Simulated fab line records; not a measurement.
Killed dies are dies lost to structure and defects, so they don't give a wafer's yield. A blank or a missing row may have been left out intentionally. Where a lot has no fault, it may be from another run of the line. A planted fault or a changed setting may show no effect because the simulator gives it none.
Matching of chambers -- flow n5 finfet -- N5_BEOL_M10_ILD_DEP_00 on pecvd-03: 3 sister chambers
The step deposits SiCOH lowk from DEMS/porogen, target thk 308.51 nm, time 58 s. 18 wafers are shown with their chamber, then 9 later ones without.

== WAFERS WITH THEIR CHAMBER ==
wafer,chamber,heater power w (W),throttle valve pct (%),showerhead plenum p Torr (Torr)
L078.1,2,299,13.6,5.757
L078.2,0,258,14.1,5.731
L078.4,1,334,13.8,5.753
L081.2,0,275,14.2,5.730
L081.4,0,296,14.4,5.741
L081.5,2,248,13.7,5.757
L084.1,2,275,13.5,5.741
L084.2,1,325,13.7,5.755
L084.3,0,237,14.4,5.725
L084.4,1,335,14.0,5.749
L084.5,2,282,13.7,5.756
L084.6,0,246,14.2,5.745
L090.1,0,234,14.0,5.717
L090.2,2,250,13.4,5.737
L090.3,1,318,13.9,5.761
L090.4,0,248,14.1,5.722
L090.5,1,319,13.7,5.762
L090.6,2,256,13.9,5.753

SIGNATURES (averages over the wafers above)
reading,chamber 0,chamber 1,chamber 2,scatter within a chamber
heater power w,256.29,326.20,268.33,18.8
throttle valve pct,14.200,13.820,13.633,0.155
showerhead plenum p Torr,5.73014,5.75600,5.75017,0.00863
Rule: a wafer lies at a distance from a chamber equal to the root of the sum of squares, over the readings, of (its reading less the chamber's mean, divided by the reading's scatter). The wafer belongs to the nearest chamber; if the next one is less than 2 further off, it can't be placed. The scatter: the root of (the sum of the squares of (reading less its chamber's mean) over the shown wafers, divided by (wafers less chambers)).

== WAFERS WITH NO CHAMBER GIVEN ==
wafer,heater power w (W),throttle valve pct (%),showerhead plenum p Torr (Torr)
L093.4,329,14.0,5.751
L093.5,281,13.5,5.761
L093.6,290,14.2,5.717
L095.1,260,14.2,5.716
L095.4,298,14.1,5.749
L095.5,267,14.2,5.735
L097.1,285,14.2,5.726
L097.3,298,13.5,5.762
L097.5,306,13.9,5.751

== EACH ONE'S CHAMBER ==
wafer,from the rows above,in truth
L093.4,1,1
L093.5,can't be placed: 2 or 1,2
L093.6,0,0
L095.1,0,0
L095.4,can't be placed: 1 or 0 or 2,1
L095.5,0,0
L097.1,0,0
L097.3,can't be placed: 2 or 1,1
L097.5,can't be placed: 1 or 2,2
Placed correctly: 5 of 9. Unplaceable from these rows: 4, with the true chamber sitting among the candidates in 4. Wrongly placed: 0.
